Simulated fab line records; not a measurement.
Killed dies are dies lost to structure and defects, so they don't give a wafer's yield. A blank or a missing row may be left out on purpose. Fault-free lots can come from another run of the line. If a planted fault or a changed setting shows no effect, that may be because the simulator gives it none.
A sampling plan put to the test || flow n5_finfet || one fab line, 47 faults that these records tell of, each judged on the records of the lots that it struck; 2 more are left out, because the records don't allow judging them
Plan = the line's own looks (route steps where a gauge or an inspection reads the wafer without altering it). A look is open to judgement when struck wafers have a number at it and the file gives its usual mean and standard deviation on fault-free wafers. Caught: 4 or more of those standard deviations (sigma) separate the usual mean from the mean of the struck wafers at a look after the fault's first step. On the tool: the test repeated on the tool's own readings taken at the fault's steps. If the struck wafers alone have a blank record, or they carry another recipe, that too counts as caught.

== THE FAULTS, as the simulator had put them in ==
1. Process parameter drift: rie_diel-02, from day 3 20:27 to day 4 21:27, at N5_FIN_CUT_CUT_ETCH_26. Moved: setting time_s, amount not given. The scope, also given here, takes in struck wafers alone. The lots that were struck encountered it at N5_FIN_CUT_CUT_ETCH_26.
2. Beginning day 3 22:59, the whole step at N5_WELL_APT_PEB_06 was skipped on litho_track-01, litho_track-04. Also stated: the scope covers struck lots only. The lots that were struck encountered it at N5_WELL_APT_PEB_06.
3. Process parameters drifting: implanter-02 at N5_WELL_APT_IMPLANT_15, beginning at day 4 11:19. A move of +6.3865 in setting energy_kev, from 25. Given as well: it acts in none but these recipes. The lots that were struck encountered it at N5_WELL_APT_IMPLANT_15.
4. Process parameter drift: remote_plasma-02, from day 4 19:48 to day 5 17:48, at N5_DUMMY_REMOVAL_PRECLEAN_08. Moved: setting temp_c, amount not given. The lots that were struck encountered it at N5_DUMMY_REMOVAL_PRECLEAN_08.
5. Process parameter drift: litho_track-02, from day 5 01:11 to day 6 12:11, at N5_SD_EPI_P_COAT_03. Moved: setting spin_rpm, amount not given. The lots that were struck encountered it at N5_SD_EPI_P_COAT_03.
6. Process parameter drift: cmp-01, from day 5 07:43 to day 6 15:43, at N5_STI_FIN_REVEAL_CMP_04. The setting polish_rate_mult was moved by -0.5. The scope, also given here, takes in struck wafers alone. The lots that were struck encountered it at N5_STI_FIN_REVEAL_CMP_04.
7. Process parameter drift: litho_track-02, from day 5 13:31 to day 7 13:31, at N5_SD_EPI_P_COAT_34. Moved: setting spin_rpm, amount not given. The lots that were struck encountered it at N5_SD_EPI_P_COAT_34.
8. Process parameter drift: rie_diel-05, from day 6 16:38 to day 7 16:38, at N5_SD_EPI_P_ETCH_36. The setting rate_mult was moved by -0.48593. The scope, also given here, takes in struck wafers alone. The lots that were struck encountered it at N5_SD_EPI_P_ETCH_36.
9. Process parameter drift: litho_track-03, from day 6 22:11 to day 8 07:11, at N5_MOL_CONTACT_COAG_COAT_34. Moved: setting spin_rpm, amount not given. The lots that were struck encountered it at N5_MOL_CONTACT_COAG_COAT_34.
10. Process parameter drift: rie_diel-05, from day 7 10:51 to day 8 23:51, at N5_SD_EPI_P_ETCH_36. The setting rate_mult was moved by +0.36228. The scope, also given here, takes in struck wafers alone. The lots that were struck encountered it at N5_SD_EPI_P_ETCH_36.
11. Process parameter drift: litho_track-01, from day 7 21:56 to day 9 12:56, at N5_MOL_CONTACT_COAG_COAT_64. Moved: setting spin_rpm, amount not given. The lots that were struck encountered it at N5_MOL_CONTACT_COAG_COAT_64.
12. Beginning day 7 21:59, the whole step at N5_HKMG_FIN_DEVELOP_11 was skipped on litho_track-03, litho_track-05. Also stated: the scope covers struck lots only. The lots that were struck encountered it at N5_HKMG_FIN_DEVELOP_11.
13. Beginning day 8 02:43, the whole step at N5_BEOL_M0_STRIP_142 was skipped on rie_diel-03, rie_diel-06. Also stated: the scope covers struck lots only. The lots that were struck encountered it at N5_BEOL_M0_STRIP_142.
14. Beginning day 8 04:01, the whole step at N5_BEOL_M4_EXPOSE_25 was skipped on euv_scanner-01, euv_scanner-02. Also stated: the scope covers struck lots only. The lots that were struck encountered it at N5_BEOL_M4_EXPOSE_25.
15. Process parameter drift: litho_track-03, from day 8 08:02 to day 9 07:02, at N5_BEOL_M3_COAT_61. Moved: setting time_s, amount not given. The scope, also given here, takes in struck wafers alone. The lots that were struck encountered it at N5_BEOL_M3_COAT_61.
16. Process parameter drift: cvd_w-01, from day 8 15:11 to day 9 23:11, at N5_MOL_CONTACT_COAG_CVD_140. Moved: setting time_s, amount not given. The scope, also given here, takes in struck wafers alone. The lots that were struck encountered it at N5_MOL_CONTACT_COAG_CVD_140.
17. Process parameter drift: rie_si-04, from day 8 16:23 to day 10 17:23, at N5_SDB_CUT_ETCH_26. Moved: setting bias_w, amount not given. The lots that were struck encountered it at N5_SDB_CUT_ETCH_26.
18. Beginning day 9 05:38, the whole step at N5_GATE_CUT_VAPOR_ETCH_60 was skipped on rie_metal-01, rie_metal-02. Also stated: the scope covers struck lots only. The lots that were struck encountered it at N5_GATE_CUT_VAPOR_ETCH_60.
19. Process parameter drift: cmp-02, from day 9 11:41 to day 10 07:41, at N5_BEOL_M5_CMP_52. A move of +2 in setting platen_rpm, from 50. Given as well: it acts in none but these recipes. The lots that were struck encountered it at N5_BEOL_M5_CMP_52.
20. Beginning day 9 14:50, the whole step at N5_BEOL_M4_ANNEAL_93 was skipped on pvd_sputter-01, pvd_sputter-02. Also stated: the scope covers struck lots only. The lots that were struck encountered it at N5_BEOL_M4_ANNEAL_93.
21. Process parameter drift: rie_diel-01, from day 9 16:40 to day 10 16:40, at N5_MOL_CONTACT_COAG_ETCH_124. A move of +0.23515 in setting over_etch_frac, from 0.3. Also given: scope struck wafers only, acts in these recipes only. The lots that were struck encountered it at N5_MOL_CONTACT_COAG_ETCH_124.
22. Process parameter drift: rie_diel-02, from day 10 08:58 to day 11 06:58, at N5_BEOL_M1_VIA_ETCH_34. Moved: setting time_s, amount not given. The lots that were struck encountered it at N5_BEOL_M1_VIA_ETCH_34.
23. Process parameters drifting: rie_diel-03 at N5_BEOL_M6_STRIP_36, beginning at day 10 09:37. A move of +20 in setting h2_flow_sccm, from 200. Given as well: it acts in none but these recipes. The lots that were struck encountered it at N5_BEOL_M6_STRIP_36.
24. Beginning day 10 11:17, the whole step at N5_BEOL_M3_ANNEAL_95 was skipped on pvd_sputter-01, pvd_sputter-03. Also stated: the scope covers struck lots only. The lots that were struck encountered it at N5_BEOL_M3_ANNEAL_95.
25. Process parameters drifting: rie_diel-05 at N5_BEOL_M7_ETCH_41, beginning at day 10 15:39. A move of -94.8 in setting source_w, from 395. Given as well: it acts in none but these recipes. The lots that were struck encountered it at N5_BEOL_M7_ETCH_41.
26. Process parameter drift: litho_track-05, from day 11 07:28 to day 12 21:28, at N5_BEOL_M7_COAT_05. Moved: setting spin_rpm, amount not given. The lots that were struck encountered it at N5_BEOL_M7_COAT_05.
27. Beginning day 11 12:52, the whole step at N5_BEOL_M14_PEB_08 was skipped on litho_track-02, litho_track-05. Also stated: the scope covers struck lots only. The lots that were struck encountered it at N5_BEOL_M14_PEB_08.
28. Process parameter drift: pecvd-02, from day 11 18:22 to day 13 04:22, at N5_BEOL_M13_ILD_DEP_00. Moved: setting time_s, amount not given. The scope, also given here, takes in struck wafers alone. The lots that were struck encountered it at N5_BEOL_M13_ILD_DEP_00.
29. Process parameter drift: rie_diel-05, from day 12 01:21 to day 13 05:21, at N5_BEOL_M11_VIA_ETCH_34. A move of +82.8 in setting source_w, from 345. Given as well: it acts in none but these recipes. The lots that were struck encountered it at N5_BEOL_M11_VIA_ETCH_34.
30. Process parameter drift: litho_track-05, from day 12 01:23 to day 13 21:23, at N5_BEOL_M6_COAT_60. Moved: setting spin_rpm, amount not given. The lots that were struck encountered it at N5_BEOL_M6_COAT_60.
31. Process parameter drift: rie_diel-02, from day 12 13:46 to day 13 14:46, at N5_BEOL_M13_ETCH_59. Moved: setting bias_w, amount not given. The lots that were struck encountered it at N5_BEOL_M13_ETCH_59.
32. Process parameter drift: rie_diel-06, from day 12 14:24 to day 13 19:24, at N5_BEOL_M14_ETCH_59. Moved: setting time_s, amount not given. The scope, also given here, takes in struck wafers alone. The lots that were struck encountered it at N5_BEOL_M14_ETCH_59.
33. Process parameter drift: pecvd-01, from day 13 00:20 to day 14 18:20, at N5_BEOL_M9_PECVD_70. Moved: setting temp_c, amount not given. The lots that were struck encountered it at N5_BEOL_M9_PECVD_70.
34. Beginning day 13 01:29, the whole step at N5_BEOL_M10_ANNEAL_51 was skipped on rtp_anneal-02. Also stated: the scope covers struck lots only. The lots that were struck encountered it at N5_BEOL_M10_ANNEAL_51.
35. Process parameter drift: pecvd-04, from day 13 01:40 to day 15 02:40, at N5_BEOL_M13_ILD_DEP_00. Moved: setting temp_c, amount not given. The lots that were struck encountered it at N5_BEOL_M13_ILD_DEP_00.
36. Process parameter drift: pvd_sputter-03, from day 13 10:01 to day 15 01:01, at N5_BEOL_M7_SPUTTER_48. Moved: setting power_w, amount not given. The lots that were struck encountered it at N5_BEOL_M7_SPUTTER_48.
37. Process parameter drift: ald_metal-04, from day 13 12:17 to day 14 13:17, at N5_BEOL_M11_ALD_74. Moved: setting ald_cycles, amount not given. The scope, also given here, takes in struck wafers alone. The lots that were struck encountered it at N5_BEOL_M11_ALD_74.
38. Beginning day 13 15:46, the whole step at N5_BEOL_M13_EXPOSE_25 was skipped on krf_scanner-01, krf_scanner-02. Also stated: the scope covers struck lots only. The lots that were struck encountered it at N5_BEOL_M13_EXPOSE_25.
39. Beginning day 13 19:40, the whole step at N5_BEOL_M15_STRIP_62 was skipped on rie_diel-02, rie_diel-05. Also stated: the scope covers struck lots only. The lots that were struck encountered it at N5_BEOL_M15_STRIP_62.
40. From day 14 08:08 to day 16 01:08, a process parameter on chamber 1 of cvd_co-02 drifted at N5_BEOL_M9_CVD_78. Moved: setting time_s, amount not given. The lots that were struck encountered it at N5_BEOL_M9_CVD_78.
41. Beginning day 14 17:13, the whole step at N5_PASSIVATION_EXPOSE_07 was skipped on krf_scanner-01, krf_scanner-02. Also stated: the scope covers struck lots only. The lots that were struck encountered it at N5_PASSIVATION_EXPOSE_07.
42. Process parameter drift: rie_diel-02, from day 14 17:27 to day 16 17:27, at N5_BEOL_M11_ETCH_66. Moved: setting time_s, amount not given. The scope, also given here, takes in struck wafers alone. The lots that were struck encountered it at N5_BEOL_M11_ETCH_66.
43. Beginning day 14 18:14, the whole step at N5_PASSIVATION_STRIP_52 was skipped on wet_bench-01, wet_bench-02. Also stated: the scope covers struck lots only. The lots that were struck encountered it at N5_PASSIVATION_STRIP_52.
44. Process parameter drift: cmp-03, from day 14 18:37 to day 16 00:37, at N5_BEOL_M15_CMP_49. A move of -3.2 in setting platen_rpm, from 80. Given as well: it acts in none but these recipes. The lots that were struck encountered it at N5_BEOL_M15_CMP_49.
45. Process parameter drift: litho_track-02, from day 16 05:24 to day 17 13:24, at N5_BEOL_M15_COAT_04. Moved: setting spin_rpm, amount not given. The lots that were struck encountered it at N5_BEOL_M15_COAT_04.
46. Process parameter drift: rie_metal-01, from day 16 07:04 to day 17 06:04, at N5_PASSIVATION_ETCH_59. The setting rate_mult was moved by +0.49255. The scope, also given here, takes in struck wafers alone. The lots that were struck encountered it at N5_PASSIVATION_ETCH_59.
47. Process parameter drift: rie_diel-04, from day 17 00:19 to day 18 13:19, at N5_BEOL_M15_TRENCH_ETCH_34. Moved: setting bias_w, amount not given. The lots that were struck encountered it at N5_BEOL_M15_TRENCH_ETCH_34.

== WHAT THE PLAN SAW ==
{"fault": 1, "on the tool itself": "run_length_s -5.6 sigma", "first look that catches it": "not the one look that can be judged after it", "reading, sigma": "-", "median hours from its first step to that look": "-", "hours from the fault's start to the first struck lot there": "-", "judged looks passed uncaught": 1}
{"fault": 2, "on the tool itself": "the tool's record is blank for the struck wafers", "first look that catches it": "no look after it can be judged", "reading, sigma": "-", "median hours from its first step to that look": "-", "hours from the fault's start to the first struck lot there": "-", "judged looks passed uncaught": 0}
{"fault": 3, "on the tool itself": "beam_energy_keV +99 or beyond sigma", "first look that catches it": "no look after it can be judged", "reading, sigma": "-", "median hours from its first step to that look": "-", "hours from the fault's start to the first struck lot there": "-", "judged looks passed uncaught": 0}
{"fault": 4, "on the tool itself": "temp_c -10 sigma", "first look that catches it": "not the one look that can be judged after it", "reading, sigma": "-", "median hours from its first step to that look": "-", "hours from the fault's start to the first struck lot there": "-", "judged looks passed uncaught": 1}
{"fault": 5, "on the tool itself": "spin_speed_rpm -99 or beyond sigma", "first look that catches it": "none of the 2 looks that can be judged after it", "reading, sigma": "-", "median hours from its first step to that look": "-", "hours from the fault's start to the first struck lot there": "-", "judged looks passed uncaught": 2}
{"fault": 6, "on the tool itself": "time_to_endpoint_s +23 sigma", "first look that catches it": "not the one look that can be judged after it", "reading, sigma": "strongest: VT_P at N5_BEOL_M4_RC_MEAS_101, +2.1", "median hours from its first step to that look": "-", "hours from the fault's start to the first struck lot there": "-", "judged looks passed uncaught": 1}
{"fault": 7, "on the tool itself": "spin_speed_rpm +77 sigma", "first look that catches it": "not the one look that can be judged after it", "reading, sigma": "-", "median hours from its first step to that look": "-", "hours from the fault's start to the first struck lot there": "-", "judged looks passed uncaught": 1}
{"fault": 8, "on the tool itself": "etch_rf_on_time_s +45 sigma", "first look that catches it": "none of the 2 looks that can be judged after it", "reading, sigma": "-", "median hours from its first step to that look": "-", "hours from the fault's start to the first struck lot there": "-", "judged looks passed uncaught": 2}
{"fault": 9, "on the tool itself": "spin_speed_rpm -46 sigma", "first look that catches it": "not the one look that can be judged after it", "reading, sigma": "-", "median hours from its first step to that look": "-", "hours from the fault's start to the first struck lot there": "-", "judged looks passed uncaught": 1}
{"fault": 10, "on the tool itself": "etch_rf_on_time_s -13 sigma", "first look that catches it": "not the one look that can be judged after it", "reading, sigma": "-", "median hours from its first step to that look": "-", "hours from the fault's start to the first struck lot there": "-", "judged looks passed uncaught": 1}
{"fault": 11, "on the tool itself": "spin_speed_rpm -53 sigma", "first look that catches it": "none of the 2 looks that can be judged after it", "reading, sigma": "-", "median hours from its first step to that look": "-", "hours from the fault's start to the first struck lot there": "-", "judged looks passed uncaught": 2}
{"fault": 12, "on the tool itself": "the tool's record is blank for the struck wafers", "first look that catches it": "no look after it can be judged", "reading, sigma": "-", "median hours from its first step to that look": "-", "hours from the fault's start to the first struck lot there": "-", "judged looks passed uncaught": 0}
{"fault": 13, "on the tool itself": "the tool's record is blank for the struck wafers", "first look that catches it": "none of the 2 looks that can be judged after it", "reading, sigma": "-", "median hours from its first step to that look": "-", "hours from the fault's start to the first struck lot there": "-", "judged looks passed uncaught": 2}
{"fault": 14, "on the tool itself": "no reading that can be judged", "first look that catches it": "no look after it can be judged", "reading, sigma": "-", "median hours from its first step to that look": "-", "hours from the fault's start to the first struck lot there": "-", "judged looks passed uncaught": 0}
{"fault": 15, "on the tool itself": "run_length_s +31 sigma", "first look that catches it": "not the one look that can be judged after it", "reading, sigma": "-", "median hours from its first step to that look": "-", "hours from the fault's start to the first struck lot there": "-", "judged looks passed uncaught": 1}
{"fault": 16, "on the tool itself": "run_length_s -99 or beyond sigma", "first look that catches it": "not the one look that can be judged after it", "reading, sigma": "-", "median hours from its first step to that look": "-", "hours from the fault's start to the first struck lot there": "-", "judged looks passed uncaught": 1}
{"fault": 17, "on the tool itself": "under 2 sigma", "first look that catches it": "not the one look that can be judged after it", "reading, sigma": "-", "median hours from its first step to that look": "-", "hours from the fault's start to the first struck lot there": "-", "judged looks passed uncaught": 1}
{"fault": 18, "on the tool itself": "the tool's record is blank for the struck wafers", "first look that catches it": "not the one look that can be judged after it", "reading, sigma": "-", "median hours from its first step to that look": "-", "hours from the fault's start to the first struck lot there": "-", "judged looks passed uncaught": 1}
{"fault": 19, "on the tool itself": "platen_rpm +54 sigma", "first look that catches it": "no look after it can be judged", "reading, sigma": "-", "median hours from its first step to that look": "-", "hours from the fault's start to the first struck lot there": "-", "judged looks passed uncaught": 0}
{"fault": 20, "on the tool itself": "the tool's record is blank for the struck wafers", "first look that catches it": "not the one look that can be judged after it", "reading, sigma": "-", "median hours from its first step to that look": "-", "hours from the fault's start to the first struck lot there": "-", "judged looks passed uncaught": 1}
{"fault": 21, "on the tool itself": "under 2 sigma", "first look that catches it": "not the one look that can be judged after it", "reading, sigma": "-", "median hours from its first step to that look": "-", "hours from the fault's start to the first struck lot there": "-", "judged looks passed uncaught": 1}
{"fault": 22, "on the tool itself": "run_length_s -20 sigma", "first look that catches it": "not the one look that can be judged after it", "reading, sigma": "-", "median hours from its first step to that look": "-", "hours from the fault's start to the first struck lot there": "-", "judged looks passed uncaught": 1}
{"fault": 23, "on the tool itself": "h2_flow_sccm +31 sigma", "first look that catches it": "not the one look that can be judged after it", "reading, sigma": "-", "median hours from its first step to that look": "-", "hours from the fault's start to the first struck lot there": "-", "judged looks passed uncaught": 1}
{"fault": 24, "on the tool itself": "the tool's record is blank for the struck wafers", "first look that catches it": "none of the 2 looks that can be judged after it", "reading, sigma": "-", "median hours from its first step to that look": "-", "hours from the fault's start to the first struck lot there": "-", "judged looks passed uncaught": 2}
{"fault": 25, "on the tool itself": "rf_fwd_power_W -52 sigma", "first look that catches it": "no look after it can be judged", "reading, sigma": "-", "median hours from its first step to that look": "-", "hours from the fault's start to the first struck lot there": "-", "judged looks passed uncaught": 0}
{"fault": 26, "on the tool itself": "spin_speed_rpm +99 or beyond sigma", "first look that catches it": "not the one look that can be judged after it", "reading, sigma": "-", "median hours from its first step to that look": "-", "hours from the fault's start to the first struck lot there": "-", "judged looks passed uncaught": 1}
{"fault": 27, "on the tool itself": "the tool's record is blank for the struck wafers", "first look that catches it": "no look after it can be judged", "reading, sigma": "-", "median hours from its first step to that look": "-", "hours from the fault's start to the first struck lot there": "-", "judged looks passed uncaught": 0}
{"fault": 28, "on the tool itself": "run_length_s -11 sigma", "first look that catches it": "no look after it can be judged", "reading, sigma": "-", "median hours from its first step to that look": "-", "hours from the fault's start to the first struck lot there": "-", "judged looks passed uncaught": 0}
{"fault": 29, "on the tool itself": "rf_fwd_power_W +51 sigma", "first look that catches it": "no look after it can be judged", "reading, sigma": "-", "median hours from its first step to that look": "-", "hours from the fault's start to the first struck lot there": "-", "judged looks passed uncaught": 0}
{"fault": 30, "on the tool itself": "spin_speed_rpm -99 or beyond sigma", "first look that catches it": "no look after it can be judged", "reading, sigma": "-", "median hours from its first step to that look": "-", "hours from the fault's start to the first struck lot there": "-", "judged looks passed uncaught": 0}
{"fault": 31, "on the tool itself": "bias_w -36 sigma", "first look that catches it": "no look after it can be judged", "reading, sigma": "-", "median hours from its first step to that look": "-", "hours from the fault's start to the first struck lot there": "-", "judged looks passed uncaught": 0}
{"fault": 32, "on the tool itself": "run_length_s -25 sigma", "first look that catches it": "no look after it can be judged", "reading, sigma": "-", "median hours from its first step to that look": "-", "hours from the fault's start to the first struck lot there": "-", "judged looks passed uncaught": 0}
{"fault": 33, "on the tool itself": "susceptor_temp_C +39 sigma", "first look that catches it": "no look after it can be judged", "reading, sigma": "-", "median hours from its first step to that look": "-", "hours from the fault's start to the first struck lot there": "-", "judged looks passed uncaught": 0}
{"fault": 34, "on the tool itself": "the tool's record is blank for the struck wafers", "first look that catches it": "no look after it can be judged", "reading, sigma": "-", "median hours from its first step to that look": "-", "hours from the fault's start to the first struck lot there": "-", "judged looks passed uncaught": 0}
{"fault": 35, "on the tool itself": "susceptor_temp_C -12 sigma", "first look that catches it": "no look after it can be judged", "reading, sigma": "-", "median hours from its first step to that look": "-", "hours from the fault's start to the first struck lot there": "-", "judged looks passed uncaught": 0}
{"fault": 36, "on the tool itself": "cathode_dc_power_W -99 or beyond sigma", "first look that catches it": "no look after it can be judged", "reading, sigma": "-", "median hours from its first step to that look": "-", "hours from the fault's start to the first struck lot there": "-", "judged looks passed uncaught": 0}
{"fault": 37, "on the tool itself": "under 2 sigma", "first look that catches it": "no look after it can be judged", "reading, sigma": "-", "median hours from its first step to that look": "-", "hours from the fault's start to the first struck lot there": "-", "judged looks passed uncaught": 0}
{"fault": 38, "on the tool itself": "no reading that can be judged", "first look that catches it": "no look after it can be judged", "reading, sigma": "-", "median hours from its first step to that look": "-", "hours from the fault's start to the first struck lot there": "-", "judged looks passed uncaught": 0}
{"fault": 39, "on the tool itself": "the tool's record is blank for the struck wafers", "first look that catches it": "no look after it can be judged", "reading, sigma": "-", "median hours from its first step to that look": "-", "hours from the fault's start to the first struck lot there": "-", "judged looks passed uncaught": 0}
{"fault": 40, "on the tool itself": "only faintly: run_length_s +3.2 sigma", "first look that catches it": "no look after it can be judged", "reading, sigma": "-", "median hours from its first step to that look": "-", "hours from the fault's start to the first struck lot there": "-", "judged looks passed uncaught": 0}
{"fault": 41, "on the tool itself": "no reading that can be judged", "first look that catches it": "no look after it can be judged", "reading, sigma": "-", "median hours from its first step to that look": "-", "hours from the fault's start to the first struck lot there": "-", "judged looks passed uncaught": 0}
{"fault": 42, "on the tool itself": "run_length_s +85 sigma", "first look that catches it": "no look after it can be judged", "reading, sigma": "-", "median hours from its first step to that look": "-", "hours from the fault's start to the first struck lot there": "-", "judged looks passed uncaught": 0}
{"fault": 43, "on the tool itself": "the tool's record is blank for the struck wafers", "first look that catches it": "no look after it can be judged", "reading, sigma": "-", "median hours from its first step to that look": "-", "hours from the fault's start to the first struck lot there": "-", "judged looks passed uncaught": 0}
{"fault": 44, "on the tool itself": "platen_rpm -59 sigma", "first look that catches it": "no look after it can be judged", "reading, sigma": "-", "median hours from its first step to that look": "-", "hours from the fault's start to the first struck lot there": "-", "judged looks passed uncaught": 0}
{"fault": 45, "on the tool itself": "spin_speed_rpm +99 or beyond sigma", "first look that catches it": "not the one look that can be judged after it", "reading, sigma": "-", "median hours from its first step to that look": "-", "hours from the fault's start to the first struck lot there": "-", "judged looks passed uncaught": 1}
{"fault": 46, "on the tool itself": "only faintly: throttle_valve_pct -3.5 sigma", "first look that catches it": "no look after it can be judged", "reading, sigma": "-", "median hours from its first step to that look": "-", "hours from the fault's start to the first struck lot there": "-", "judged looks passed uncaught": 0}
{"fault": 47, "on the tool itself": "bias_w +15 sigma", "first look that catches it": "no look after it can be judged", "reading, sigma": "-", "median hours from its first step to that look": "-", "hours from the fault's start to the first struck lot there": "-", "judged looks passed uncaught": 0}
Dash: fault not caught, or number not given in these records.

Caught at a look: 0 of 47. Caught on the tool: 39 of 47. By one or the other: 39 of 47.
Faults 1, 2, 3, 4, 5, 6, 7, 8, 9, 10, 11, 12, 13, 15, 16, 18, 19, 20, 22, 23, 24, 25, 26, 27, 28, 29, 30, 31, 32, 33, 34, 35, 36, 39, 42, 43, 44, 45, 47 were caught on the tool alone.
Caught by neither: faults 14, 17, 21, 37, 38, 40, 41, 46.
